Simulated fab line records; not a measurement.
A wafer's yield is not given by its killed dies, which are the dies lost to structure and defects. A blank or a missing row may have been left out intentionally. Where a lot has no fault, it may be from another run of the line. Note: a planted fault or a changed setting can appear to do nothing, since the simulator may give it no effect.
fab line records -- flow n5_finfet
record: lots: 10, wafers: 26, last_day: 19
route steps=1938 shown BEOL_M8@1350 PASSIVATION@1936
lots that met no fault: from a run of the same line without faults
start_h: hours from the record's opening day to when the first of the lot's shown wafers began -- wait_h: hours from the lot's prior step to this one -- " the same as in the row above -- L1.1+2: a row that stands for several wafers -- - no value present, or no start provided -- * or withheld: withheld -- < > ~ a bound
route shown NAME@n: a module of which the file shows steps, and the number in the route of the first -- usual: average and standard deviation across the fault-free wafers -- same: alike in all rows -- chamber/n: place in a boat -- sites: each site's reading -- _std_site: their standard deviation -- _edge_site: outer sites' mean less inner sites' -- radius_mm: how far each site lies from the wafer's centre -- mask NAME#n: copy n -- behind: tool/chamber where the wafer was last shaped -- hold: what put the lot on hold/how long, in hours/how the hold closed -- device: which transistor (n, p or np) failed to switch -- end of line: at the end of the route, the tests of the same wafers -- a step given without rows: its recipe and nothing more -- killed: the dies lost at the first sort to structure and to defects; this is not the yield of the wafer -- map: per-die view of a wafer (x killed, . not killed, _ where there is no die)
set.NAME: the setting as run; set.NAME@STEP: as run at that earlier step -- model.NAME: the simulator's own value behind a step, which no gauge read
a sample of lots followed through the steps of the route, with each step as a table and each wafer as a row
services: from which hour (start_h, from the record's first day; less than 0 if before it) a tool's chamber was out of use, for how many hours, and why
== steps ==
step: N5_BEOL_M8_ETCH_62
recipe: chemistry: N2/H2, target: SOC, target_depth_a: 1100, overetch_a: 220, mask_material: SiARC, temp_c: 40, time_s: 165, ion_energy_ev: 200, pressure_mtorr: 30, source_w: 840, bias_w: 150, n2_flow_sccm: 200, h2_flow_sccm: 200
usual: drypump_motor_current_A: 6.02/0.25, oes_product_au: 0.66/0.065, rf_fwd_power_W: 837.8/2.6, rf_vpp_V: 522.9/2.7, showerhead_plenum_p_Torr: 2.50/0.096, throttle_valve_pct: 17.8/0.33
lot.wafer,tool,chamber,start_h,wait_h,drypump_motor_current_A,oes_product_au,rf_fwd_power_W,rf_hours_counter_h,rf_vpp_V,showerhead_plenum_p_Torr,throttle_valve_pct
L787.2,rie_diel-02,2,228.83,0.0,6.18,0.63,840.3,177,521.2,2.43,17.5
L787.4,rie_diel-02,1,228.83,0.0,6.30,0.75,836.0,19,526.7,2.70,17.5
L787.6,rie_diel-02,2,228.83,0.0,6.15,0.63,837.1,-,521.2,2.43,17.5
L789.1,rie_diel-02,1,240.61,0.0,6.31,0.75,837.6,23,529.2,2.70,17.5
L789.2,rie_diel-02,0,240.61,0.0,6.29,0.70,838.1,75,522.1,2.47,17.7
L789.4,rie_diel-02,2,240.61,0.0,6.17,0.62,836.7,181,521.4,2.42,17.5
L786.2,rie_diel-03,1,241.60,0.0,5.92,0.61,837.6,171,521.0,2.44,18.3
L786.5,rie_diel-03,3,241.60,0.0,5.89,0.59,837.1,-,521.9,2.49,17.5
L786.6,rie_diel-03,0,241.60,0.0,5.46,0.64,835.2,-,523.4,2.51,17.9
L795.1,rie_diel-02,0,281.04,0.0,6.28,0.68,837.9,88,520.6,2.46,17.7
L795.5,rie_diel-02,2,281.04,0.0,6.12,0.61,839.1,-,520.7,2.42,17.5
L794.3,rie_diel-03,3,299.78,0.0,5.91,0.59,839.1,247,523.4,2.49,17.6
L794.5,rie_diel-03,2,299.78,0.0,6.07,0.63,836.1,-,521.1,2.42,17.8
L796.4,rie_diel-04,3,310.24,0.0,6.15,0.64,839.9,141,521.2,2.43,18.1
L796.5,rie_diel-04,3,310.24,0.0,6.14,0.64,836.6,-,520.6,2.44,18.1
L801.1,rie_diel-04,1,326.45,0.0,6.05,0.61,840.1,202,521.3,2.41,18.0
L801.2,rie_diel-04,3,326.45,0.0,6.12,0.64,838.3,146,520.6,2.43,18.1
L801.4,rie_diel-04,2,326.45,0.0,5.83,0.76,839.9,29,521.9,2.49,17.9
L802.2,rie_diel-03,2,368.64,0.0,6.06,0.61,839.8,173,522.9,2.41,17.8
L802.3,rie_diel-03,0,368.64,0.0,5.45,0.59,835.5,218,523.9,2.49,18.0
L802.5,rie_diel-03,3,368.64,0.0,5.85,0.78,832.5,-,523.1,2.48,17.2
L805.1,rie_diel-03,0,375.81,0.0,5.47,0.60,835.6,221,522.0,2.49,18.0
L805.4,rie_diel-03,1,375.81,0.0,5.93,0.59,841.9,221,519.7,2.42,18.4
L803.1,rie_diel-03,3,378.78,0.0,5.88,0.77,836.4,17,524.0,2.48,17.2
L803.4,rie_diel-03,1,378.78,0.0,5.92,0.58,841.6,222,520.7,2.42,18.4
L803.5,rie_diel-03,2,378.78,0.0,6.08,0.61,834.7,-,522.0,2.41,17.8
step: N5_BEOL_M8_STRIP_19
recipe: chemistry: O2, power_w: 400, temp_c: 40, pressure_mtorr: 30, rf_frequency_hz: 6e+07, bias_power_w: 0, overash_fraction: 0.2, o2_flow_sccm: 225
usual: drypump_motor_current_A: 6.08/0.2, oes_product_au: 0.79/0.08, rf_vpp_V: 3.6/0.64, showerhead_plenum_p_Torr: 2.07/0.077, throttle_valve_pct: 16.65/0.26
lot.wafer,tool,chamber,start_h,wait_h,drypump_motor_current_A,oes_product_au,rf_hours_counter_h,rf_vpp_V,showerhead_plenum_p_Torr,throttle_valve_pct
L787.2,rie_diel-04,1,229.13,0.1,6.06,0.74,168,4.0,2.04,17.03
L787.4,rie_diel-04,0,229.13,0.1,5.99,0.67,-,2.7,2.00,16.76
L787.6,rie_diel-04,3,229.13,0.1,6.12,0.77,-,3.8,2.03,16.92
L789.1,rie_diel-02,2,240.91,0.1,6.13,0.73,181,3.3,2.00,16.48
L789.2,rie_diel-02,0,240.91,0.1,6.30,0.81,75,4.1,2.05,16.65
L789.4,rie_diel-02,1,240.91,0.1,6.31,0.89,23,3.9,2.21,16.39
L786.2,rie_diel-03,0,241.90,0.1,5.45,0.73,172,3.1,2.07,16.92
L786.5,rie_diel-03,2,241.90,0.1,6.07,0.74,-,4.3,1.99,16.56
L786.6,rie_diel-03,3,241.90,0.1,5.87,0.72,-,4.6,2.09,16.73
L795.1,rie_diel-02,0,281.34,0.1,6.30,0.81,88,2.4,2.04,16.65
L795.5,rie_diel-02,2,281.34,0.1,6.18,0.73,-,3.9,1.99,16.54
L794.3,rie_diel-02,0,300.08,0.1,6.27,0.79,93,4.3,2.04,16.69
L794.5,rie_diel-02,3,300.08,0.1,6.15,0.85,-,3.9,2.13,16.32
L796.4,rie_diel-02,1,310.54,0.1,6.29,0.84,46,3.4,2.21,16.42
L796.5,rie_diel-02,2,310.54,0.1,6.15,0.72,-,2.7,1.99,16.54
L801.1,rie_diel-02,0,326.90,0.2,6.28,0.78,103,3.9,2.04,16.68
L801.2,rie_diel-02,2,326.90,0.2,6.15,0.71,209,2.8,1.99,16.54
L801.4,rie_diel-02,3,326.90,0.2,6.09,0.84,71,4.4,2.13,16.35
L802.2,rie_diel-04,3,368.94,0.1,6.12,0.73,158,3.2,2.01,17.00
L802.3,rie_diel-04,1,368.94,0.1,6.06,0.70,213,3.8,2.03,17.09
L802.5,rie_diel-04,3,368.94,0.1,6.14,0.73,-,3.3,2.01,17.03
L805.1,rie_diel-03,3,376.11,0.1,5.88,0.96,16,3.5,2.08,16.34
L805.4,rie_diel-03,2,376.11,0.1,6.05,0.71,176,3.2,1.98,16.64
L803.1,rie_diel-04,3,379.12,0.1,6.16,0.73,163,4.1,2.01,17.02
L803.4,rie_diel-04,2,379.12,0.1,5.74,0.89,-,4.3,2.04,16.70
L803.5,rie_diel-04,1,379.12,0.1,6.07,0.70,-,2.8,2.03,17.11
step: N5_BEOL_M8_ETCH_72
recipe: chemistry: N2/H2, target: underlayer, target_depth_a: 65, mask_material: CAR-EUV, time_s: 5.2, ion_energy_ev: 200, pressure_mtorr: 30, source_w: 840, bias_w: 150, n2_flow_sccm: 200, h2_flow_sccm: 200, ends: cleared
usual: drypump_motor_current_A: 6.02/0.23, etch_rf_on_time_s: 5.18/0.2, oes_product_au: 0.66/0.071, rf_fwd_power_W: 819.8/2.6, rf_vpp_V: 522.6/2.8, showerhead_plenum_p_Torr: 2.49/0.094, throttle_valve_pct: 17.84/0.28
lot.wafer,tool,chamber,start_h,wait_h,drypump_motor_current_A,etch_rf_on_time_s,oes_product_au,rf_fwd_power_W,rf_hours_counter_h,rf_vpp_V,showerhead_plenum_p_Torr,throttle_valve_pct
L787.2,rie_diel-02,1,231.16,0.0,6.30,5.05,0.77,822.0,20,525.9,2.70,17.58
L787.4,rie_diel-02,2,231.16,0.0,6.15,5.14,0.63,820.4,178,518.3,2.43,17.53
L787.6,rie_diel-02,2,231.16,0.0,6.15,5.08,0.63,819.6,-,518.8,2.43,17.55
L789.1,rie_diel-03,1,242.99,0.0,5.95,5.45,0.60,821.0,171,519.8,2.44,18.38
L789.2,rie_diel-03,3,242.99,0.0,5.88,5.05,0.60,821.6,227,525.1,2.50,17.60
L789.4,rie_diel-03,2,242.99,0.0,6.09,5.44,0.63,822.9,125,520.0,2.43,17.77
L786.2,rie_diel-03,3,244.02,0.0,5.89,5.05,0.62,820.4,227,521.1,2.50,17.58
L786.5,rie_diel-03,3,244.02,0.0,5.90,4.98,0.61,820.6,-,524.9,2.49,17.58
L786.6,rie_diel-03,0,244.02,0.0,5.49,5.26,0.63,825.6,-,525.5,2.51,17.99
L795.1,rie_diel-02,0,285.19,0.0,6.30,3.84,0.82,817.9,89,523.3,2.46,17.83
L795.5,rie_diel-02,0,285.19,0.0,6.29,3.86,0.84,819.3,-,521.2,2.46,17.79
L794.3,rie_diel-02,3,301.32,0.0,6.13,5.00,0.73,818.2,63,525.9,2.60,17.59
L794.5,rie_diel-02,0,301.32,0.0,6.27,3.85,0.82,819.8,-,518.7,2.46,17.81
L796.4,rie_diel-02,3,311.10,0.0,6.08,5.00,0.71,823.6,66,525.7,2.60,17.59
L796.5,rie_diel-02,2,311.10,0.0,6.18,3.62,0.77,816.5,-,520.2,2.42,17.59
L801.1,rie_diel-03,0,328.09,0.0,5.46,5.19,0.61,819.1,205,523.9,2.50,18.04
L801.2,rie_diel-03,1,328.09,0.0,5.91,5.42,0.58,818.4,205,521.2,2.43,18.44
L801.4,rie_diel-03,0,328.09,0.0,5.47,5.21,0.61,816.9,-,525.1,2.50,18.05
L802.2,rie_diel-04,0,370.58,0.0,5.99,5.22,0.74,820.2,31,527.5,2.70,17.48
L802.3,rie_diel-04,1,370.58,0.0,6.03,5.08,0.61,819.9,214,520.5,2.40,18.06
L802.5,rie_diel-04,1,370.58,0.0,6.05,5.07,0.61,815.8,-,520.2,2.40,18.10
L805.1,rie_diel-04,1,377.11,0.0,6.04,5.07,0.61,817.0,217,521.5,2.40,18.10
L805.4,rie_diel-04,2,377.11,0.0,5.78,4.78,0.77,818.7,44,521.8,2.48,17.95
L803.1,rie_diel-02,1,380.63,0.0,6.28,5.19,0.69,823.9,69,529.6,2.67,17.64
L803.4,rie_diel-02,2,380.63,0.0,6.16,5.13,0.61,820.8,225,520.3,2.41,17.62
L803.5,rie_diel-02,2,380.63,0.0,6.11,5.16,0.61,824.7,-,521.0,2.41,17.63
step: N5_BEOL_M8_ETCH_65
recipe: chemistry: CF4, target: SiARC, target_depth_a: 156, mask_material: CAR-EUV, time_s: 26, ion_energy_ev: 80, pressure_mtorr: 40, source_w: 545, bias_w: 36, Ar_flow_sccm: 100, cf4_flow_sccm: 100, ends: cleared
usual: drypump_motor_current_A: 6.01/0.23, etch_rf_on_time_s: 25.9/0.94, oes_product_au: 0.66/0.07, rf_fwd_power_W: 531.9/2.3, rf_vpp_V: 183.8/1.2, showerhead_plenum_p_Torr: 2.11/0.078, throttle_valve_pct: 15.65/0.25
lot.wafer,tool,chamber,start_h,wait_h,drypump_motor_current_A,etch_rf_on_time_s,oes_product_au,rf_fwd_power_W,rf_hours_counter_h,rf_vpp_V,showerhead_plenum_p_Torr,throttle_valve_pct
L787.2,rie_diel-02,1,231.17,0.0,6.31,25.5,0.77,528.2,20,186.1,2.28,15.40
L787.4,rie_diel-02,2,231.17,0.0,6.17,25.4,0.64,531.8,178,183.6,2.06,15.55
L787.6,rie_diel-02,2,231.17,0.0,6.17,25.3,0.64,529.4,-,183.0,2.06,15.55
L789.1,rie_diel-03,1,243.00,0.0,5.95,27.5,0.60,530.4,171,182.1,2.04,15.95
L789.2,rie_diel-03,3,243.00,0.0,5.87,25.4,0.62,529.6,227,185.4,2.12,15.60
L789.4,rie_diel-03,2,243.00,0.0,6.05,27.4,0.63,533.1,125,185.0,2.06,15.56
L786.2,rie_diel-03,3,244.04,0.0,5.86,25.3,0.62,533.7,227,184.8,2.12,15.62
L786.5,rie_diel-03,3,244.04,0.0,5.87,25.4,0.61,534.5,-,184.7,2.12,15.60
L786.6,rie_diel-03,0,244.04,0.0,5.46,26.1,0.63,528.4,-,183.1,2.13,15.95
L795.1,rie_diel-02,0,285.21,0.0,6.27,27.0,0.68,537.8,89,183.7,2.08,15.56
L795.5,rie_diel-02,0,285.21,0.0,6.27,26.9,0.68,534.8,-,181.8,2.08,15.57
L794.3,rie_diel-02,3,301.34,0.0,6.10,25.4,0.72,530.6,63,183.8,2.17,15.24
L794.5,rie_diel-02,0,301.34,0.0,6.25,27.2,0.67,537.8,-,183.6,2.08,15.57
L796.4,rie_diel-02,3,311.12,0.0,6.11,25.1,0.73,532.6,66,183.9,2.17,15.24
L796.5,rie_diel-02,2,311.12,0.0,6.17,25.3,0.63,531.2,-,182.2,2.05,15.60
L801.1,rie_diel-03,0,328.11,0.0,5.44,26.2,0.61,529.8,205,182.0,2.12,16.02
L801.2,rie_diel-03,1,328.11,0.0,5.93,27.4,0.58,535.0,205,183.3,2.03,15.99
L801.4,rie_diel-03,0,328.11,0.0,5.44,26.3,0.61,529.5,-,182.8,2.12,16.03
L802.2,rie_diel-04,0,370.60,0.0,6.06,25.8,0.76,530.1,31,187.1,2.30,15.39
L802.3,rie_diel-04,1,370.60,0.0,6.07,25.7,0.61,535.1,214,183.2,2.05,15.90
L802.5,rie_diel-04,1,370.60,0.0,6.07,25.5,0.62,529.7,-,182.8,2.05,15.91
L805.1,rie_diel-04,1,377.12,0.0,6.04,25.3,0.61,530.9,217,183.1,2.05,15.91
L805.4,rie_diel-04,2,377.12,0.0,5.80,24.0,0.78,532.1,44,182.4,2.10,15.69
L803.1,rie_diel-02,1,380.65,0.0,6.30,25.9,0.70,531.7,69,184.7,2.26,15.50
L803.4,rie_diel-02,2,380.65,0.0,6.18,25.3,0.61,532.8,225,183.5,2.04,15.62
L803.5,rie_diel-02,2,380.65,0.0,6.19,25.1,0.61,531.5,-,182.2,2.04,15.63
step: N5_PASSIVATION_PROBE_49
usual: defect_limited_yield: 91.2/1.5, killed_at_M0_to_M3: 35/12, killed_at_M4_up: 14/5.1, killed_at_contacts: 13/6, killed_at_front_end: 38/12, killed_at_other: 4/3.5, killed_dies: 104/18, killed_open: 68/13, killed_short: 33/8.1, sort_bin_5_function: 5.2/1, sort_bin_6_memory: 3.2/0.69, sort_bin_8_speed: 0.01/0.051, sort_n_pass: 1076/18, sort_yield_pct: 91.2/1.5
same: gross_dies: 1180, killed_at_back_side: 0, sort_bin_4_leakage[%]: 0
lot.wafer,tool,chamber,start_h,wait_h,defect_limited_yield[%],killed_at_M0_to_M3,killed_at_M4_up,killed_at_contacts,killed_at_front_end,killed_at_other,killed_dies,killed_open,killed_short,sort_bin_5_function[%],sort_bin_6_memory[%],sort_bin_8_speed[%],sort_n_pass,sort_yield_pct[%]
L787.2,prober-02,-,317.63,0.1,90.8,23,20,16,48,1,108,68,30,6.0,2.8,0,1072,90.8
L787.4,prober-02,-,317.73,0.2,91.9,20,14,10,51,0,95,61,26,4.5,3.1,0,1085,91.9
L787.6,prober-02,-,317.83,0.3,92.4,29,8,17,32,4,90,63,24,4.5,3.0,0,1090,92.4
L786.2,prober-02,-,327.49,0.1,91.6,42,12,12,29,4,99,65,33,4.7,3.3,0,1081,91.6
L786.5,prober-02,-,327.64,0.2,91.0,41,7,12,36,10,106,72,33,5.8,3.1,0,1074,91.0
L786.6,prober-02,-,327.69,0.3,89.8,33,15,9,44,19,120,78,41,5.9,4.0,0,1060,89.8
L789.1,prober-01,-,329.35,0.0,90.4,25,14,28,30,16,113,72,41,5.4,3.9,0,1067,90.4
L789.2,prober-01,-,329.40,0.1,91.4,37,7,19,32,6,101,62,38,4.7,3.5,0,1079,91.4
L789.4,prober-01,-,329.50,0.2,92.4,25,10,12,42,1,90,62,28,4.9,2.4,0,1090,92.4
L795.1,prober-01,-,356.75,0.0,90.2,60,15,10,29,2,116,84,32,6.4,3.2,0,1064,90.2
L795.5,prober-01,-,356.95,0.2,91.8,26,27,4,36,4,97,55,42,4.6,3.3,0,1083,91.8
L794.3,prober-01,-,360.68,0.1,93.6,16,13,18,28,1,76,41,31,3.1,2.5,0,1104,93.6
L794.5,prober-01,-,360.78,0.2,90.1,36,9,35,33,4,117,80,37,5.7,3.9,0,1063,90.1
L796.4,prober-02,-,377.20,0.2,92.0,21,14,14,36,9,94,52,42,5.0,2.5,0,1086,92.0
L796.5,prober-02,-,377.25,0.2,91.3,17,23,12,50,1,103,67,34,5.8,2.5,0,1077,91.3
L801.1,prober-01,-,403.99,0.0,90.7,26,23,11,48,2,110,72,36,5.8,2.8,0.08,1070,90.7
L801.2,prober-01,-,404.04,0.1,90.8,33,14,11,49,2,109,59,50,5.3,3.4,0,1071,90.8
L801.4,prober-01,-,404.14,0.2,87.5,50,20,13,58,7,148,87,61,6.8,5.3,0,1032,87.5
L802.2,prober-01,-,433.17,0.1,91.1,32,15,8,48,2,105,65,34,5.3,2.9,0,1075,91.1
L802.3,prober-01,-,433.22,0.1,93.3,19,14,4,37,5,79,52,25,4.2,2.2,0,1101,93.3
L802.5,prober-01,-,433.32,0.2,90.8,32,15,7,50,5,109,65,44,5.5,3.6,0,1071,90.8
L805.1,prober-02,-,453.21,0.0,89.9,32,18,19,42,8,119,89,30,5.9,4.0,0,1061,89.9
L805.4,prober-02,-,453.36,0.2,88.5,49,12,23,48,4,136,100,36,7.1,4.2,0,1044,88.5
L803.1,prober-02,-,453.79,0.0,92.5,31,7,11,39,1,89,52,28,4.6,2.0,0,1091,92.5
L803.4,prober-02,-,453.94,0.2,91.4,37,9,13,36,6,101,64,36,4.7,3.4,0,1079,91.4
L803.5,prober-02,-,453.99,0.2,93.1,29,14,8,30,1,82,46,27,4.1,1.9,0.08,1098,93.1
killed by level:class
L787.2 MOL_CONTACT_COAG:geometric_particle:open=13 BEOL_M4:geometric_particle:open=11 STI_FIN_REVEAL:geometric_particle:open=9 FIN_CUT:area_etch=8 FIN_SAQP:geometric_particle:short=7 FIN_SAQP:geometric_particle:open=6 BEOL_M0_SAQP:geometric_particle:open=6 BEOL_M3:geometric_particle:open=5
L787.4 FIN_SAQP:geometric_particle:open=12 STI_FIN_REVEAL:geometric_particle:open=12 MOL_CONTACT_COAG:geometric_particle:open=9 BEOL_M4:geometric_particle:open=7 DUMMY_GATE:geometric_particle:open=7 FIN_SAQP:geometric_particle:short=6 BEOL_M0_SAQP:geometric_particle:short=5 BEOL_M1:geometric_particle:short=4
L787.6 MOL_CONTACT_COAG:geometric_particle:open=15 STI_FIN_REVEAL:geometric_particle:open=12 BEOL_M0_SAQP:geometric_particle:open=8 BEOL_M1:geometric_particle:open=8 BEOL_M0_SAQP:geometric_particle:short=6 FIN_SAQP:geometric_particle:short=5 FIN_SAQP:geometric_particle:open=3 BEOL_M0:geometric_particle:open=3
L786.2 BEOL_M0_SAQP:geometric_particle:open=14 BEOL_M0_SAQP:geometric_particle:short=13 MOL_CONTACT_COAG:geometric_particle:open=11 FIN_SAQP:geometric_particle:short=6 FIN_SAQP:geometric_particle:open=4 STI_FIN_REVEAL:geometric_particle:open=4 ILD0:geometric_particle:short=4 ILD0:geometric_particle:open=4
L786.5 BEOL_M0_SAQP:geometric_particle:open=21 FIN_SAQP:geometric_particle:short=12 BEOL_M0_SAQP:geometric_particle:short=11 MOL_CONTACT_COAG:geometric_particle:open=9 FIN_SAQP:geometric_particle:open=6 STI_FIN_REVEAL:geometric_particle:open=6 BEOL_M2:geometric_particle:open=5 PAD_METAL:geometric_particle:open=5
L786.6 FIN_SAQP:geometric_particle:open=13 FIN_SAQP:geometric_particle:short=12 BEOL_M3:geometric_particle:open=9 PAD_METAL:geometric_particle:short=9 BEOL_M4:geometric_particle:open=8 PAD_METAL:geometric_particle:open=8 MOL_CONTACT_COAG:geometric_particle:open=7 BEOL_M0_SAQP:geometric_particle:short=7
L789.1 MOL_CONTACT_COAG:geometric_particle:open=20 BEOL_M1:geometric_particle:open=10 STI_FIN_REVEAL:geometric_particle:open=8 MOL_CONTACT_COAG:geometric_particle:short=8 FIN_SAQP:geometric_particle:open=4 STARTING-WAFER:geometric_particle:short=4 BEOL_M3:geometric_particle:open=4 BEOL_M4:geometric_particle:open=4
L789.2 MOL_CONTACT_COAG:geometric_particle:open=17 BEOL_M3:geometric_particle:open=10 BEOL_M0_SAQP:geometric_particle:short=7 FIN_SAQP:geometric_particle:short=6 BEOL_M0_SAQP:geometric_particle:open=6 GATE_CUT:geometric_particle:short=5 BEOL_M3:geometric_particle:short=5 STI_FIN_REVEAL:geometric_particle:open=4
L789.4 BEOL_M3:geometric_particle:open=11 MOL_CONTACT_COAG:geometric_particle:open=10 STI_FIN_REVEAL:geometric_particle:open=9 GATE_CUT:geometric_particle:short=6 DUMMY_GATE:geometric_particle:open=5 BEOL_M0_SAQP:geometric_particle:open=5 FIN_SAQP:geometric_particle:short=4 GATE_CUT:geometric_particle:open=4
L795.1 BEOL_M0_SAQP:geometric_particle:open=15 BEOL_M2:geometric_particle:open=10 MOL_CONTACT_COAG:geometric_particle:open=9 BEOL_M0_SAQP:geometric_particle:short=8 BEOL_M1:geometric_particle:open=8 BEOL_M3:geometric_particle:open=8 BEOL_M4:geometric_particle:open=7 DUMMY_GATE:geometric_particle:open=5
L795.5 BEOL_M4:geometric_particle:open=16 BEOL_M0_SAQP:geometric_particle:short=11 FIN_SAQP:geometric_particle:short=9 BEOL_M0_SAQP:geometric_particle:open=6 STI_FIN_REVEAL:geometric_particle:open=5 STARTING-WAFER:geometric_particle:short=5 FIN_SAQP:geometric_particle:open=4 MOL_CONTACT_COAG:geometric_particle:open=4
L794.3 MOL_CONTACT_COAG:geometric_particle:open=12 FIN_SAQP:geometric_particle:short=7 BEOL_M2:geometric_particle:open=6 GATE_CUT:geometric_particle:short=5 FIN_SAQP:geometric_particle:open=4 MOL_CONTACT_COAG:geometric_particle:short=4 BEOL_M4:geometric_particle:short=4 BEOL_M3:geometric_particle:open=4
L794.5 MOL_CONTACT_COAG:geometric_particle:open=27 FIN_SAQP:geometric_particle:open=11 FIN_SAQP:geometric_particle:short=10 BEOL_M2:geometric_particle:open=9 MOL_CONTACT_COAG:geometric_particle:short=8 BEOL_M0_SAQP:geometric_particle:short=7 BEOL_M0_SAQP:geometric_particle:open=7 STARTING-WAFER:geometric_particle:open=6
L796.4 MOL_CONTACT_COAG:geometric_particle:open=12 GATE_CUT:geometric_particle:short=11 FIN_SAQP:geometric_particle:open=5 DUMMY_GATE:geometric_particle:open=5 BEOL_M4:geometric_particle:open=5 BEOL_M1:geometric_particle:open=5 PASS1_CAP:geometric_particle:short=4 BEOL_M0_SAQP:geometric_particle:short=4
L796.5 STI_FIN_REVEAL:geometric_particle:open=20 BEOL_M4:geometric_particle:open=8 MOL_CONTACT_COAG:geometric_particle:open=7 STARTING-WAFER:geometric_particle:short=7 DUMMY_GATE:geometric_particle:open=5 MOL_CONTACT_COAG:geometric_particle:short=5 BEOL_M1:geometric_particle:open=5 BEOL_M5:geometric_particle:open=4
L801.1 STI_FIN_REVEAL:geometric_particle:open=16 BEOL_M4:geometric_particle:open=12 MOL_CONTACT_COAG:geometric_particle:open=8 BEOL_M0_SAQP:geometric_particle:short=6 STI_FIN_REVEAL:geometric_particle:short=5 GATE_CUT:geometric_particle:short=5 FIN_SAQP:geometric_particle:short=4 FIN_SAQP:geometric_particle:open=4
L801.2 FIN_SAQP:geometric_particle:short=11 BEOL_M0_SAQP:geometric_particle:short=11 FIN_SAQP:geometric_particle:open=8 MOL_CONTACT_COAG:geometric_particle:open=7 STI_FIN_REVEAL:geometric_particle:open=6 GATE_CUT:geometric_particle:short=6 BEOL_M0_SAQP:geometric_particle:open=6 BEOL_M3:geometric_particle:open=5
L801.4 BEOL_M0_SAQP:geometric_particle:short=19 BEOL_M0_SAQP:geometric_particle:open=14 FIN_SAQP:geometric_particle:open=12 MOL_CONTACT_COAG:geometric_particle:open=12 BEOL_M4:geometric_particle:open=10 FIN_SAQP:geometric_particle:short=9 DUMMY_GATE:geometric_particle:open=6 GATE_CUT:geometric_particle:short=5
L802.2 FIN_SAQP:geometric_particle:open=14 FIN_SAQP:geometric_particle:short=12 BEOL_M4:geometric_particle:open=10 MOL_CONTACT_COAG:geometric_particle:open=8 BEOL_M2:geometric_particle:open=7 DUMMY_GATE:geometric_particle:open=6 HKMG_FIN:area_etch=6 BEOL_M2:geometric_particle:short=5
L802.3 FIN_SAQP:geometric_particle:short=7 BEOL_M3:geometric_particle:open=6 FIN_SAQP:geometric_particle:open=5 ILD0:geometric_particle:open=5 DUMMY_GATE:geometric_particle:open=4 BEOL_M4:geometric_particle:open=4 BEOL_M5:geometric_particle:open=4 MOL_CONTACT_COAG:geometric_particle:open=3
L802.5 FIN_SAQP:geometric_particle:short=14 FIN_SAQP:geometric_particle:open=13 BEOL_M2:geometric_particle:open=9 BEOL_M0:geometric_particle:open=6 BEOL_M4:geometric_particle:open=5 ILD0:geometric_particle:short=4 MOL_CONTACT_COAG:geometric_particle:open=4 STARTING-WAFER:geometric_particle:open=4
L805.1 MOL_CONTACT_COAG:geometric_particle:open=14 STI_FIN_REVEAL:geometric_particle:open=12 BEOL_M3:geometric_particle:open=11 FIN_SAQP:geometric_particle:open=10 BEOL_M4:geometric_particle:open=9 BEOL_M0_SAQP:geometric_particle:open=6 MOL_CONTACT_COAG:geometric_particle:short=5 BEOL_M4:geometric_particle:short=5
L805.4 MOL_CONTACT_COAG:geometric_particle:open=19 FIN_SAQP:geometric_particle:open=15 BEOL_M0:geometric_particle:open=12 BEOL_M3:geometric_particle:open=12 BEOL_M1:geometric_particle:open=8 STI_FIN_REVEAL:geometric_particle:open=7 FIN_SAQP:geometric_particle:short=6 BEOL_M0_SAQP:geometric_particle:open=6
L803.1 MOL_CONTACT_COAG:geometric_particle:open=10 HKMG_FIN:area_etch=9 BEOL_M1:geometric_particle:open=7 STI_FIN_REVEAL:geometric_particle:open=6 BEOL_M0_SAQP:geometric_particle:short=6 BEOL_M1:geometric_particle:short=5 BEOL_M4:geometric_particle:open=5 STARTING-WAFER:geometric_particle:short=5
L803.4 MOL_CONTACT_COAG:geometric_particle:open=11 BEOL_M3:geometric_particle:open=10 BEOL_M2:geometric_particle:open=9 FIN_SAQP:geometric_particle:open=8 STI_FIN_REVEAL:geometric_particle:open=8 STARTING-WAFER:geometric_particle:short=7 BEOL_M0_SAQP:geometric_particle:short=5 BEOL_M0_SAQP:geometric_particle:open=4
L803.5 MOL_CONTACT_COAG:geometric_particle:open=8 BEOL_M0_SAQP:geometric_particle:short=8 BEOL_M3:geometric_particle:open=8 HKMG_FIN:area_etch=8 BEOL_M4:geometric_particle:short=6 BEOL_M0_SAQP:geometric_particle:open=4 GATE_CUT:geometric_particle:short=3 GATE_CUT:geometric_particle:open=3
== services ==
tool,chamber,start_h,hours,kind
rie_diel-04,2,219.63,4.6,repair
rie_diel-04,2,228.76,-,clean
rie_diel-04,2,228.76,-,consumable_replace:focus_ring
rie_diel-04,2,228.76,14.8,scheduled_down
rie_diel-04,2,228.76,14.8,vent_cycle
rie_diel-04,0,244.03,-,clean
rie_diel-04,0,244.03,-,consumable_replace:focus_ring
rie_diel-04,0,244.03,-,consumable_replace:showerhead
rie_diel-04,0,244.03,21.5,scheduled_down
rie_diel-04,0,244.03,21.5,vent_cycle
rie_diel-03,3,308.94,-,clean
rie_diel-03,3,308.94,-,consumable_replace:focus_ring
rie_diel-03,3,308.94,21.1,scheduled_down
rie_diel-03,3,308.94,21.1,vent_cycle
rie_diel-04,0,378.19,20.7,repair
== key ==
first_sign: step: N5_BEOL_M8_ETCH_72, reading: etch_rf_on_time_s, direction: down, sigmas: 7, usual: *, struck: *
effect: step: N5_BEOL_M8_ETCH_72, reading: oes_product_au, direction: up, sigmas: 2.1, usual: 0.66, struck: 0.81
met_at N5_BEOL_M8_ETCH_72
struck_lots L794,L795,L796
struck_wafers L794.5,L795.1,L795.5,L796.5
not_acting_at N5_BEOL_M8_ETCH_62,N5_BEOL_M8_STRIP_19,N5_BEOL_M8_ETCH_65
onset_between 231.16 285.19
fault: kind: process_parameter_drift, tool: rie_diel-02, chamber: -, onset_h: 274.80, steps: N5_BEOL_M8_ETCH_72, channel: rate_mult, offset: 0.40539, shape: step, end_h: 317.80, scope: struck_wafers_only
